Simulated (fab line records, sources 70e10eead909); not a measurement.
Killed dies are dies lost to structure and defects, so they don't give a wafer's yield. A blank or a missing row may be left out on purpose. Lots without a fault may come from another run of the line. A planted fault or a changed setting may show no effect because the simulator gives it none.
Chamber matching | flow nand_harc | NHARC_A_CHANNEL_FILL_D1_STRIP_28 on rie_diel-09: 4 sister chambers
The step strips in O2, time 20 s. 33 wafers are shown with their chamber, then 12 later ones without.

WAFERS WITH THEIR CHAMBER
wafer  | chamber | showerhead_plenum_p_Torr (Torr) | drypump_motor_current_A (A) | oes_product_au (a.u.)
L074.1 | 2       | 3.55                            | 5.9                         | 0.998
L074.3 | 1       | 3.59                            | 5.4                         | 1.000
L074.5 | 2       | 3.55                            | 5.9                         | 0.999
L076.1 | 3       | 3.43                            | 5.0                         | 0.999
L076.4 | 2       | 3.55                            | 5.9                         | 1.003
L076.6 | 0       | 3.32                            | 5.4                         | 1.001
L076.2 | 1       | 3.59                            | 5.4                         | 1.016
L076.3 | 0       | 3.32                            | 5.3                         | 1.004
L076.5 | 3       | 3.43                            | 5.0                         | 1.000
L078.3 | 0       | 3.32                            | 5.3                         | 1.001
L078.4 | 3       | 3.43                            | 5.0                         | 0.986
L078.6 | 2       | 3.55                            | 5.9                         | 0.992
L081.3 | 1       | 3.59                            | 5.4                         | 1.010
L081.4 | 0       | 3.32                            | 5.3                         | 1.004
L081.5 | 3       | 3.43                            | 5.1                         | 0.986
L082.3 | 1       | 3.58                            | 5.4                         | 0.999
L082.5 | 0       | 3.31                            | 5.3                         | 1.004
L082.6 | 1       | 3.58                            | 5.4                         | 1.012
L085.4 | 3       | 3.43                            | 5.0                         | 0.993
L085.5 | 3       | 3.43                            | 5.0                         | 0.993
L085.6 | 0       | 3.31                            | 5.3                         | 1.002
L087.2 | 2       | 3.55                            | 5.9                         | 0.983
L087.3 | 3       | 3.43                            | 5.1                         | 0.998
L087.6 | 0       | 3.31                            | 5.3                         | 1.008
L088.1 | 3       | 3.43                            | 5.0                         | 0.985
L088.2 | 0       | 3.31                            | 5.3                         | 0.994
L088.3 | 2       | 3.55                            | 5.9                         | 0.980
L088.4 | 1       | 3.58                            | 5.4                         | 1.002
L088.5 | 3       | 3.42                            | 5.0                         | 1.003
L088.6 | 0       | 3.31                            | 5.3                         | 0.991
L090.2 | 1       | 3.58                            | 5.4                         | 1.001
L090.3 | 3       | 3.43                            | 5.0                         | 0.997
L090.6 | 3       | 3.42                            | 5.0                         | 0.994

SIGNATURES (means of the wafers above)
reading                  | chamber 0 | chamber 1 | chamber 2 | chamber 3 | scatter within a chamber
showerhead_plenum_p_Torr | 3.3144    | 3.5843    | 3.5500    | 3.4282    | 0.00438
drypump_motor_current_A  | 5.311     | 5.400     | 5.900     | 5.018     | 0.0295
oes_product_au           | 1.00100   | 1.00571   | 0.99250   | 0.99400   | 0.00672
Rule: a wafer's distance from a chamber is the root of the sum, over the readings, of the square of ((its reading less the chamber's mean) divided by the reading's scatter). The wafer belongs to the nearest chamber; if the next one is less than 2 further off, it can't be placed. The scatter: the root of (the sum of the squares of (reading less its chamber's mean) over the shown wafers, divided by (wafers less chambers)).

WAFERS WITHOUT THEIR CHAMBER
wafer  | showerhead_plenum_p_Torr (Torr) | drypump_motor_current_A (A) | oes_product_au (a.u.)
L092.1 | 3.31                            | 5.3                         | 1.000
L092.2 | 3.55                            | 5.9                         | 0.990
L092.3 | 3.58                            | 5.4                         | 0.993
L092.4 | 3.42                            | 5.1                         | 0.990
L092.5 | 3.58                            | 5.4                         | 0.980
L092.6 | 3.31                            | 5.4                         | 1.001
L093.2 | 3.42                            | 5.0                         | 0.987
L093.3 | 3.58                            | 5.4                         | 1.005
L093.4 | 3.31                            | 5.3                         | 1.009
L094.4 | 3.31                            | 5.3                         | 1.003
L094.5 | 3.42                            | 5.1                         | 1.005
L094.6 | 3.58                            | 5.3                         | 1.000

WHICH CHAMBER EACH WENT THROUGH
wafer  | from the rows above | in truth
L092.1 | 0                   | 0
L092.2 | 2                   | 2
L092.3 | 1                   | 1
L092.4 | 3                   | 3
L092.5 | 1                   | 1
L092.6 | 0                   | 0
L093.2 | 3                   | 3
L093.3 | 1                   | 1
L093.4 | 0                   | 0
L094.4 | 0                   | 0
L094.5 | 3                   | 3
L094.6 | 1                   | 1
Placed correctly: 12 of 12. Can't be placed from these rows: 0. Placed wrongly: 0.
